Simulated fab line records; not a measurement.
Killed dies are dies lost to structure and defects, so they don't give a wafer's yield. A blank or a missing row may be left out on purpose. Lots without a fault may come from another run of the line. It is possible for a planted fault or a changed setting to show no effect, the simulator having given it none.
fab line records + flow n5_finfet
[record]
- lots = 3
- wafers = 9
- last_day = 15
route steps=1938 shown BEOL_M0_CUTY@714 BEOL_M0@715 BEOL_M1@751 BEOL_M4@1111 PASSIVATION@1936
lots that met no fault: from a run of the same line without faults
start_h: hours from the record's first day to the start of the lot's first wafer shown + wait_h: hours since the lot's step before + " the same as in the row above + L1.1+2: a row that stands for several wafers + - no value, or no start given + * or withheld: withheld + < > ~ a bound
route shown NAME@n: a module of which the file shows steps, and the number in the route of the first + usual: the fault-free wafers' mean and standard deviation + same: alike in all rows + chamber/n: place in a boat + sites: each site's reading + _std_site: their standard deviation + _edge_site: outer sites' mean less inner sites' + radius_mm: for every site, how far away it sits from the centre of the wafer + mask NAME#n: copy n + behind: tool/chamber where the wafer was last shaped + hold: cause of the lot's hold/its duration in hours/its outcome + device: names the non-switching transistor (n, p or np) + end of line: the route-end tests of the same wafers + a step without rows: its recipe alone + killed: dies lost to structure and defects at the first sort, not the wafer's yield + map: the dies of a wafer, with x for killed, . for not killed, _ for no die there
set.NAME: the setting that was run; set.NAME@STEP: the one run at that earlier step + model.NAME: the simulator's own value behind a step, which no gauge read
certain route steps with their lots: each step a table, each wafer a row
services: from which hour (start_h, from the record's first day; less than 0 if before it) a tool's chamber was out of use, for how many hours, and why
[[steps]]
[step N5_BEOL_M0_CUTY_STRIP_64]
[recipe]
- chemistry = N2/H2
- temp_c = 40
- n2_flow_sccm = 200
- h2_flow_sccm = 200
- rf_frequency_hz = 6e+07
[step N5_BEOL_M0_ETCH_138]
[recipe]
- chemistry = CH3F/O2
- target_depth_a = 120
- target = SiCN
- time_s = 31.6
- ion_energy_ev = 120
- pressure_mtorr = 30
- source_w = 395
- bias_w = 75
- Ar_flow_sccm = 150
- CH3F_flow_sccm = 30
- O2_flow_sccm = 20
- ends = cleared
[step N5_BEOL_M0_HM_OPEN_105]
[recipe]
- chemistry = Cl2/BCl3
- target_depth_a = 120
- target = TiN
- ion_energy_ev = 150
- pressure_mtorr = 10
- icp_w = 1000
- bias_w = 126
- Cl2_flow_sccm = 53.25
- bcl3_flow_sccm = 21.75
- Ar_flow_sccm = 25
[step N5_BEOL_M0_STRIP_140]
[recipe]
- chemistry = CF4
- resist = SiARC
- power_w = 300
- bias_power_w = 75
- pressure_mtorr = 50
- cf4_flow_sccm = 150
- rf_frequency_hz = 6e+07
[step N5_BEOL_M0_STRIP_104]
[recipe]
- chemistry = N2/H2
- power_w = 450
- temp_c = 40
- pressure_mtorr = 20
- rf_frequency_hz = 6e+07
- overash_fraction = 0.3
- bias_power_w = 7
- h2_frac = 0.5
- n2_flow_sccm = 200
- h2_flow_sccm = 200
[step N5_BEOL_M0_WET_ETCH_106]
[recipe]
- chemistry = DHF
- dilution = 10:1
- temp_c = 25
- target = SiO2
- target_depth_a = 1300
- dry = ipa_marangoni
- rinse_time_s = 30
- rinse_temp_c = 23
[step N5_BEOL_M0_ETCH_128]
[recipe]
- chemistry = CF4/N2
- target_depth_a = 120
- overetch_a = 51
- target = SiCN
- time_s = 21.4
- ion_energy_ev = 150
- pressure_mtorr = 40
- source_w = 430
- bias_w = 70
- Ar_flow_sccm = 100
- cf4_flow_sccm = 60
- n2_flow_sccm = 60
[step N5_BEOL_M0_TRENCH_ETCH_107]
[recipe]
- chemistry = C4F6/O2
- target_depth_a = 328
- target = SiOC
- time_s = 16.4
- ion_energy_ev = 250
- pressure_mtorr = 30
- source_w = 355
- bias_w = 185
- Ar_flow_sccm = 300
- C4F6_flow_sccm = 10
- O2_flow_sccm = 10
[step N5_BEOL_M0_STRIP_142]
[recipe]
- chemistry = N2/H2
- time_s = 10
- power_w = 450
- temp_c = 40
- pressure_mtorr = 20
- rf_frequency_hz = 6e+07
- bias_power_w = 7
- n2_flow_sccm = 200
- h2_flow_sccm = 200
[step N5_BEOL_M0_HM_STRIP_129]
[recipe]
- chemistry = peroxide_tin_strip
- material = TiN
- target_depth_a = 170
- temp_c = 50
- time_s = 108
[step N5_BEOL_M0_SRD_130]
[recipe]
- time_s = 30
- temp_c = 23
- rinse_liquid = diw
- dry = ipa_marangoni
[step N5_BEOL_M0_ETCH_109]
[recipe]
- chemistry = CH3F/O2
- target_depth_a = 80
- overetch_a = 24
- target = SiCN
- time_s = 27.4
- ion_energy_ev = 120
- pressure_mtorr = 30
- source_w = 395
- bias_w = 75
- Ar_flow_sccm = 150
- CH3F_flow_sccm = 30
- O2_flow_sccm = 20
[usual]
- drypump_motor_current_A = 5.6/0.42
- oes_product_au = 0.69/0.067
- rf_vpp_V = 297.4/1.6
- showerhead_plenum_p_Torr = 2.01/0.065
- throttle_valve_pct = 16.24/0.2
| lot.wafer | tool        | chamber | start_h | wait_h | drypump_motor_current_A | oes_product_au | rf_hours_counter_h | rf_vpp_V | showerhead_plenum_p_Torr | throttle_valve_pct | model.etch.depth_nm | model.SiOC_of_BEOL_M0_SAQP_ILD_DEP_01.thk_nm |
|-----------|-------------|---------|---------|--------|-------------------------|----------------|--------------------|----------|--------------------------|--------------------|---------------------|----------------------------------------------|
| L173.2    | rie_diel-04 | 1       | 121.92  | 0.4    | 5.9                     | 0.60           | 223                | 300.2    | 2.07                     | 16.62              | 8.14                | 43.2                                         |
| L173.3    | "           | 0       | "       | "      | 5.9                     | 0.71           | 101                | 296.7    | 1.94                     | 16.09              | 8.397               | 42.8                                         |
| L173.5    | "           | 2       | "       | "      | 6.0                     | 0.64           | -                  | 296.5    | 1.98                     | 16.02              | 8.232               | 43.2                                         |
| L182.3    | rie_diel-04 | 3       | 185.31  | 0.0    | 5.1                     | 0.71           | 93                 | 297.4    | 1.94                     | 16.40              | 7.827               | 42.8                                         |
| L182.4    | "           | 2       | "       | "      | 6.0                     | 0.62           | 188                | 297.6    | 1.98                     | 16.06              | 8.132               | 43.8                                         |
| L182.6    | "           | 0       | "       | "      | 5.9                     | 0.60           | -                  | 294.8    | 1.94                     | 16.14              | 6.37                | 44.4                                         |
| L184.1    | rie_diel-06 | 1       | 190.03  | 0.3    | 6.4                     | 0.77           | 28                 | 299.9    | 2.11                     | 16.09              | 8.179               | 42.8                                         |
| L184.2    | "           | 3       | "       | "      | 5.0                     | 0.73           | 51                 | 296.1    | 1.95                     | 16.28              | 7.838               | 41.8                                         |
| L184.5    | "           | 2       | "       | "      | 5.7                     | 0.72           | -                  | 296.4    | 2.03                     | 16.16              | 8.16                | 43                                           |
[step N5_BEOL_M0_STRIP_139]
[recipe]
- chemistry = post_etch_residue_remover
- time_s = 60
- temp_c = 25
- remover_ph = withheld
- remover_water_wt_pct = withheld
- remover_fluoride_wt_pct = withheld
[step N5_BEOL_M0_SRD_111]
[recipe]
- time_s = 30
- temp_c = 23
- rinse_liquid = diw
- dry = ipa_marangoni
[step N5_BEOL_M0_DEGAS_112]
[recipe]
- ambient = vacuum
- temp_c = 250
- time_s = 60
[step N5_BEOL_M0_PRE_CLEAN_113]
[recipe]
- gas = H2/He
- time_s = 30
- temp_c = 250
[step N5_BEOL_M0_ALD_136]
[recipe]
- material = TaN
- target_thk_a = *
- temp_c = 275
- ald_precursor_family = PDMAT
- ald_co_reactant = NH3
- pressure_torr = 3
- carrier_flow_sccm = 1500
- pulse_time_s = 2
- purge_time_s = 3
- co_reactant_purge_time_s = 2
- co_reactant_pulse_time_s = 3
- ald_cycles = 30
- precursor_vessel_temp_c = 75
- precursor_vessel_pressure_torr = 26.25
- precursor_vessel_carrier_sccm = 1000
[step N5_BEOL_M0_SURFACE_TREAT_137]
[recipe]
- gas = Ar
- time_s = *
- ion_energy_ev = *
- ion_current_ma_cm2 = 0.5
- pressure_mtorr = *
- ar_flow_sccm = 30
[step N5_BEOL_M0_CVD_115]
[recipe]
- material = Co
- target_thk_a = *
- temp_c = withheld
- precursor = CCTBA/H2
- pressure_torr = 30
- time_s = 120
[step N5_BEOL_M0_SPUTTER_116]
[recipe]
- material = Cu
- target_thk_a = 40
- temp_c = -20
- chamber_pressure_pa = 0.07
- power_w = withheld
- time_s = 7.37
[step N5_BEOL_M0_ANNEAL_117]
[recipe]
- temp_c = 400
- time_s = 60
- ambient = vacuum
[step N5_BEOL_M0_SPUTTER_132]
[recipe]
- material = Cu
- target_thk_a = 40
- temp_c = -20
- chamber_pressure_pa = 0.07
- power_w = withheld
- time_s = 7.37
[step N5_BEOL_M0_ANNEAL_133]
[recipe]
- temp_c = 400
- time_s = 60
- ambient = vacuum
[step N5_BEOL_M0_SPUTTER_134]
[recipe]
- material = Cu
- target_thk_a = 40
- temp_c = -20
- chamber_pressure_pa = 0.07
- power_w = withheld
- time_s = 7.37
[step N5_BEOL_M0_ANNEAL_135]
[recipe]
- temp_c = 400
- time_s = 60
- ambient = vacuum
[step N5_BEOL_M0_SPUTTER_141]
[recipe]
- material = Cu
- target_thk_a = 40
- temp_c = -20
- chamber_pressure_pa = 0.07
- power_w = withheld
- time_s = 7.37
[step N5_BEOL_M0_ECD_118]
[recipe]
- material = Cu
- target_thk_a = 3000
[step N5_BEOL_M0_ANNEAL_119]
[recipe]
- temp_c = 225
- time_s = 90
- ambient = N2
[step N5_BEOL_M0_CMP_120]
[recipe]
- stop_on = SiOC
- t_overpolish_s = 6.9
- down_force_psi = 1
- platen_rpm = 50
- clearing_platen_down_force_psi = 1.5
- clearing_platen_rpm = 50
- post_cmp_clean = cu_alkaline
- clearing_platen_pad_velocity_m_s = 0.99484
- pad_velocity_m_s = 0.99484
[usual]
- barrier_field_endpoint_s = 3.76/0.13
- motor_current_A = 5.9/0.61
- overpolish_run_s = 6.902/0.0092
- time_to_endpoint_s = 62/3.3
[same]
- t_overpolish_s = 6.9
| lot.wafer | tool   | chamber | start_h | wait_h | barrier_field_endpoint_s | motor_current_A | overpolish_run_s | time_to_endpoint_s | model.SiOC_of_BEOL_M0_SAQP_ILD_DEP_01.thk_nm |
|-----------|--------|---------|---------|--------|--------------------------|-----------------|------------------|--------------------|----------------------------------------------|
| L173.3    | cmp-01 | 0       | 125.76  | 0.4    | 3.85                     | 6.4             | 6.894            | 64                 | 39.8                                         |
| L173.2    | "      | 1       | "       | "      | 3.81                     | 5.0             | 6.895            | 61                 | 40.2                                         |
| L173.5    | "      | 0       | "       | "      | 3.94                     | 6.4             | 6.888            | 65                 | 40.2                                         |
| L182.3    | cmp-04 | 2       | 188.65  | 0.2    | 3.83                     | 5.6             | 6.908            | 66                 | 39.6                                         |
| L182.4    | "      | 3       | "       | "      | 3.86                     | 6.4             | 6.909            | 59                 | 40.8                                         |
| L182.6    | "      | 2       | "       | "      | 3.93                     | 5.9             | 6.887            | 64                 | 41.4                                         |
| L184.1    | cmp-02 | 1       | 191.98  | 0.3    | 3.75                     | 6.6             | 6.896            | 67                 | 39.8                                         |
| L184.2    | "      | 3       | "       | "      | 3.88                     | 5.4             | 6.905            | 61                 | 38.6                                         |
| L184.5    | "      | 1       | "       | "      | 3.89                     | 6.7             | 6.900            | 69                 | 40                                           |
[step N5_BEOL_M0_PRE_CLEAN_131]
[recipe]
- gas = NH3/H2
- time_s = 15
- temp_c = *
- rf_power_w = 300
[step N5_BEOL_M0_CO_CAP_123]
[recipe]
- material = Co
- target_thk_a = 20
- temp_c = 200
- precursor = CCTBA/H2
- pressure_torr = 30
- time_s = 102.1
[step N5_BEOL_M0_PRE_CLEAN_124]
[recipe]
- gas = NH3
- time_s = 15
- temp_c = withheld
- rf_power_w = 300
[step N5_BEOL_M0_DEP_125]
[recipe]
- material = SiCN
- target_thk_a = 80
- temp_c = withheld
- precursor = 3MS/NH3
- pressure_torr = 3
- rf_w = 202
- time_s = 14
[step N5_BEOL_M1_ILD_DEP_00]
[recipe]
- material = SiOC
- target_thk_a = 790
- temp_c = 350
- precursor = DEMS/O2
- pressure_torr = 5
- rf_w = 500
- time_s = 15.3
[step N5_BEOL_M1_PECVD_72]
[recipe]
- material = SiO2
- target_thk_a = 160
- temp_c = 400
- precursor = TEOS/O2
- pressure_torr = 5.5
- rf_w = 450
- teos_flow_sccm = 53.8
- gas = O2
- flow_sccm = 3000
- time_s = 18
[step N5_BEOL_M1_HM_DEP_02]
[recipe]
- material = TiN
- target_thk_a = 200
- temp_c = 25
- chamber_pressure_pa = 0.49996
[step N5_BEOL_M1_COAT_61]
[recipe]
- resist = SOC
- temp_c = 250
- time_s = 60
- spin_rpm = 1500
- resist_thk_nm = 60
[step N5_BEOL_M4_RC_MEAS_101]
[usual]
- DIBL_N = 36.4/2.7
- DIBL_P = 36/3.2
- IOFF_N = 0.16/0.046
- IOFF_P = 0.21/0.055
- ION_N = 677/15
- ION_P = 464/11
- SS_N = 71.5/0.79
- SS_P = 73.3/0.93
- VT_N = 250/4.1
- VT_P = -251/4.4
| lot.wafer | tool      | chamber | start_h | wait_h | DIBL_N[mV/V] | DIBL_P[mV/V] | IOFF_N[nA/um] | IOFF_P[nA/um] | ION_N[uA/um] | ION_P[uA/um] | SS_N[mV/dec] | SS_P[mV/dec] | VT_N[mV] | VT_P[mV] |
|-----------|-----------|---------|---------|--------|--------------|--------------|---------------|---------------|--------------|--------------|--------------|--------------|----------|----------|
| L173.2    | prober-02 | 0       | 166.69  | 0.2    | 35.5         | 33           | 0.13          | 0.19          | 694          | 480          | 70.7         | 73.2         | 251      | -248     |
| L173.3    | "         | 0       | "       | "      | 34.2         | 32           | 0.13          | 0.18          | 673          | 460          | 70.3         | 72.9         | 252      | -250     |
| L173.5    | "         | 0       | "       | "      | 34.5         | 32           | 0.13          | 0.18          | 670          | 466          | 70.1         | 72.6         | 253      | -252     |
| L182.3    | prober-02 | 0       | 238.53  | 0.3    | 35.7         | 34           | 0.13          | 0.17          | 669          | 457          | 71.1         | 72.8         | 253      | -254     |
| L182.4    | "         | 0       | "       | "      | 37.1         | 37           | 0.18          | 0.22          | 701          | 478          | 71.4         | 74.4         | 245      | -251     |
| L184.1    | prober-02 | 0       | 249.36  | 0.0    | 31.1         | 30           | 0.11          | 0.14          | 661          | 450          | 69.8         | 72.1         | 251      | -256     |
| L184.2    | "         | 0       | "       | "      | 29.8         | 29           | 0.10          | 0.13          | 657          | 454          | 70.0         | 71.8         | 253      | -255     |
| L184.5    | "         | 0       | "       | "      | 32.4         | 32           | 0.12          | 0.16          | 666          | 455          | 71.2         | 72.9         | 253      | -255     |
[step N5_PASSIVATION_PROBE_49]
[usual]
- defect_limited_yield = 91.1/1.4
- killed_at_M0_to_M3 = 34/9.7
- killed_at_M4_up = 13/5.1
- killed_at_contacts = 14/6.3
- killed_at_front_end = 40/11
- killed_at_other = 3.5/2.7
- killed_dies = 105/16
- killed_on_rim = 13/4.1
- killed_open = 70/12
- killed_short = 34/7.8
- sort_bin_5_function = 5.2/0.88
- sort_bin_6_memory = 3.3/0.7
- sort_n_pass = 1074/17
- sort_yield_pct = 91.0/1.5
[same]
- gross_dies = 1180
- killed_at_back_side = 0
- sort_bin_4_leakage[%] = 0
- sort_bin_8_speed[%] = 0
| lot.wafer | tool      | chamber | start_h | wait_h | defect_limited_yield[%] | killed_at_M0_to_M3 | killed_at_M4_up | killed_at_contacts | killed_at_front_end | killed_at_other | killed_dies | killed_on_rim | killed_open | killed_short | sort_bin_5_function[%] | sort_bin_6_memory[%] | sort_n_pass | sort_yield_pct[%] |
|-----------|-----------|---------|---------|--------|-------------------------|--------------------|-----------------|--------------------|---------------------|-----------------|-------------|---------------|-------------|--------------|------------------------|----------------------|-------------|-------------------|
| L173.2    | prober-01 | -       | 280.96  | 0.1    | 89.2                    | 50                 | 11              | 17                 | 48                  | 1               | 127         | 21            | 85          | 42           | 6.3                    | 3.9                  | 1053        | 89.2              |
| L173.3    | prober-01 | -       | 281.01  | 0.1    | 88.1                    | 54                 | 15              | 25                 | 44                  | 2               | 140         | 16            | 99          | 41           | 7.2                    | 4.2                  | 1040        | 88.1              |
| L173.5    | prober-01 | -       | 281.11  | 0.2    | 90.3                    | 32                 | 12              | 26                 | 45                  | 0               | 115         | 12            | 81          | 34           | 6.0                    | 3.5                  | 1065        | 90.3              |
| L182.6    | prober-01 | -       | 339.57  | 0.3    | 0                       | 1117               | 16              | 8                  | 31                  | 8               | 1180        | 152           | 60          | 27           | 97.1                   | 2.3                  | 0           | 0                 |
| L184.1    | prober-01 | -       | 357.41  | 0.0    | 90.1                    | 22                 | 15              | 10                 | 63                  | 7               | 117         | 19            | 84          | 33           | 5.5                    | 4.2                  | 1063        | 90.1              |
// killed by level:class
L173.2 MOL_CONTACT_COAG:geometric_particle:open=16 BEOL_M0_SAQP:geometric_particle:short=14 BEOL_M0_SAQP:geometric_particle:open=13 STI_FIN_REVEAL:geometric_particle:open=10 BEOL_M2:geometric_particle:open=10 FIN_SAQP:geometric_particle:short=8 FIN_SAQP:geometric_particle:open=7 DUMMY_GATE:geometric_particle:open=6
L173.3 MOL_CONTACT_COAG:geometric_particle:open=23 BEOL_M2:geometric_particle:open=15 FIN_SAQP:geometric_particle:open=13 FIN_SAQP:geometric_particle:short=9 BEOL_M0_SAQP:geometric_particle:open=8 BEOL_M3:geometric_particle:open=8 BEOL_M0_SAQP:geometric_particle:short=7 BEOL_M1:geometric_particle:open=6
L173.5 MOL_CONTACT_COAG:geometric_particle:open=20 STI_FIN_REVEAL:geometric_particle:open=16 BEOL_M2:geometric_particle:open=10 BEOL_M0_SAQP:geometric_particle:short=7 MOL_CONTACT_COAG:geometric_particle:short=6 FIN_SAQP:geometric_particle:short=5 STARTING-WAFER:geometric_particle:open=5 FIN_SAQP:geometric_particle:open=4
L182.6 BEOL_M0:area_etch=1093 STI_FIN_REVEAL:geometric_particle:open=8 MOL_CONTACT_COAG:geometric_particle:open=7 GATE_CUT:geometric_particle:open=6 BEOL_M0_SAQP:geometric_particle:short=6 BEOL_M0_SAQP:geometric_particle:open=5 BEOL_M5:geometric_particle:open=5 FIN_SAQP:geometric_particle:open=4
L184.1 FIN_SAQP:geometric_particle:open=19 STI_FIN_REVEAL:geometric_particle:open=19 FIN_SAQP:geometric_particle:short=9 MOL_CONTACT_COAG:geometric_particle:open=9 BEOL_M1:geometric_particle:open=8 BEOL_M0_SAQP:geometric_particle:open=6 BEOL_M4:geometric_particle:open=6 STARTING-WAFER:geometric_particle:open=5
// map L182.6 (x killed, . not)
_________________xxxxxxxxxxxx________________
______________xxxxxxxxxxxxxxxxxx_____________
___________xxxxxxxxxxxxxxxxxxxxxxxx__________
__________xxxxxxxxxxxxxxxxxxxxxxxxxx_________
________xxxxxxxxxxxxxxxxxxxxxxxxxxxxxx_______
_______xxxxxxxxxxxxxxxxxxxxxxxxxxxxxxxx______
______xxxxxxxxxxxxxxxxxxxxxxxxxxxxxxxxxx_____
_____xxxxxxxxxxxxxxxxxxxxxxxxxxxxxxxxxxxx____
____xxxxxxxxxxxxxxxxxxxxxxxxxxxxxxxxxxxxxx___
___xxxxxxxxxxxxxxxxxxxxxxxxxxxxxxxxxxxxxxxx__
___xxxxxxxxxxxxxxxxxxxxxxxxxxxxxxxxxxxxxxxx__
__xxxxxxxxxxxxxxxxxxxxxxxxxxxxxxxxxxxxxxxxxx_
__xxxxxxxxxxxxxxxxxxxxxxxxxxxxxxxxxxxxxxxxxx_
_xxxxxxxxxxxxxxxxxxxxxxxxxxxxxxxxxxxxxxxxxxxx
_xxxxxxxxxxxxxxxxxxxxxxxxxxxxxxxxxxxxxxxxxxxx
_xxxxxxxxxxxxxxxxxxxxxxxxxxxxxxxxxxxxxxxxxxxx
_xxxxxxxxxxxxxxxxxxxxxxxxxxxxxxxxxxxxxxxxxxxx
_xxxxxxxxxxxxxxxxxxxxxxxxxxxxxxxxxxxxxxxxxxxx
_xxxxxxxxxxxxxxxxxxxxxxxxxxxxxxxxxxxxxxxxxxxx
_xxxxxxxxxxxxxxxxxxxxxxxxxxxxxxxxxxxxxxxxxxxx
_xxxxxxxxxxxxxxxxxxxxxxxxxxxxxxxxxxxxxxxxxxxx
__xxxxxxxxxxxxxxxxxxxxxxxxxxxxxxxxxxxxxxxxxx_
__xxxxxxxxxxxxxxxxxxxxxxxxxxxxxxxxxxxxxxxxxx_
___xxxxxxxxxxxxxxxxxxxxxxxxxxxxxxxxxxxxxxxx__
___xxxxxxxxxxxxxxxxxxxxxxxxxxxxxxxxxxxxxxxx__
____xxxxxxxxxxxxxxxxxxxxxxxxxxxxxxxxxxxxxx___
_____xxxxxxxxxxxxxxxxxxxxxxxxxxxxxxxxxxxx____
______xxxxxxxxxxxxxxxxxxxxxxxxxxxxxxxxxx_____
_______xxxxxxxxxxxxxxxxxxxxxxxxxxxxxxxx______
________xxxxxxxxxxxxxxxxxxxxxxxxxxxxxx_______
__________xxxxxxxxxxxxxxxxxxxxxxxxxx_________
___________xxxxxxxxxxxxxxxxxxxxxxxx__________
______________xxxxxxxxxxxxxxxxxx_____________
_________________xxxxxxxxxxxx________________
// map L173.3 (x killed, . not)
_________________.....x......________________
______________.....x.......x...._____________
___________.x.............x........__________
__________......x..........x.x......_________
________......x.x..........x...x.x..x._______
_______......xx..x........x....x.......______
______.....x.x.....................x.x.._____
_____.......x...x.............x..x.......____
____....xxx.........................x.....___
___...............x........x....x..........__
___.x...x..........x....x......x..........x__
__....................................x....x_
__..................xx..x..........x........_
_................................x.....x...x.
_........x.x.x.x...........x......xx.........
_.x..xx......x...x.......x....x..............
_..................x..........x.........x....
_...xxx..............x.....xx.....x.....x...x
_x...x................x.....x.xx.x...........
_............x..x.x..........................
_...............x.....x.....x................
__.....x.......x...................x....x.x._
__...x......xx...............x.............._
___.x.x........x.......x.x....x...x........__
___........x.........................x.....__
____....x.....x..x........................___
_____................x..x.....x.x........____
______x....x.......x......x.......x..x.._____
_______xx...x.....x...............x.x..______
________.....x..x................x...._______
__________......x...............xx.._________
___________x.................x..x..__________
______________....x.x....x.....x_____________
_________________.....x.x....________________
[[services]]
| tool        | chamber | start_h | hours | kind                           |
|-------------|---------|---------|-------|--------------------------------|
| cmp-04      | -       | 99.64   | 0.8   | repair                         |
| cmp-01      | -       | 121.50  | 1.7   | repair                         |
| rie_diel-04 | 3       | 122.87  | 3.9   | repair                         |
| cmp-04      | -       | 124.09  | 4.0   | pm                             |
| rie_diel-04 | -       | 126.60  | 2.8   | pm                             |
| cmp-04      | -       | 128.09  | -     | consumable_replace:conditioner |
| cmp-04      | -       | 128.09  | -     | consumable_replace:pad         |
| cmp-04      | -       | 128.09  | 4.6   | pm                             |
| cmp-04      | -       | 147.72  | 1.7   | repair                         |
| cmp-02      | -       | 160.85  | 1.0   | repair                         |
| cmp-01      | -       | 165.58  | 2.2   | repair                         |
| cmp-02      | -       | 170.68  | 1.6   | repair                         |
| rie_diel-06 | 3       | 173.08  | 5.7   | repair                         |
| cmp-01      | -       | 180.99  | 0.5   | repair                         |
| rie_diel-04 | 3       | 185.80  | 9.3   | repair                         |
| cmp-01      | -       | 191.15  | 4.0   | pm                             |
[[key]]
[first_sign]
- step = N5_PASSIVATION_PROBE_49
- reading = killed_at_M0_to_M3
- direction = up
- sigmas = 99+
- usual = 34
- struck = 1117
[effect]
- step = N5_PASSIVATION_PROBE_49
- reading = sort_bin_5_function
- direction = up
- sigmas = 99+
- usual = 5.2
- struck = 97.1
[model_effect]
- step = N5_BEOL_M0_ETCH_109
- value = etch.depth_nm
- without = 8.068
- struck = 6.37
[model_effect]
- step = N5_BEOL_M0_CMP_120
- value = SiOC_of_BEOL_M0_SAQP_ILD_DEP_01.thk_nm
- without = 40.2
- struck = 41.4
[more_kills_born_at]
- N5_BEOL_M0_ETCH_109@rie_diel-04 = 1093
met_at N5_BEOL_M0_ETCH_109
struck_wafers L182.6
later_rows_left_out L182.6
onset_between 121.92 185.31
[fault]
- kind = process_parameter_drift
- tool = rie_diel-04
- chamber = 0
- onset_h = 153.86
- steps = N5_BEOL_M0_ETCH_109
- channel = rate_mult
- offset = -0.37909
- shape = step
- end_h = 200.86
// later_rows_left_out: the simulator's readings of these wafers behind a module that went badly wrong aren't trusted and aren't shown, but for the sort
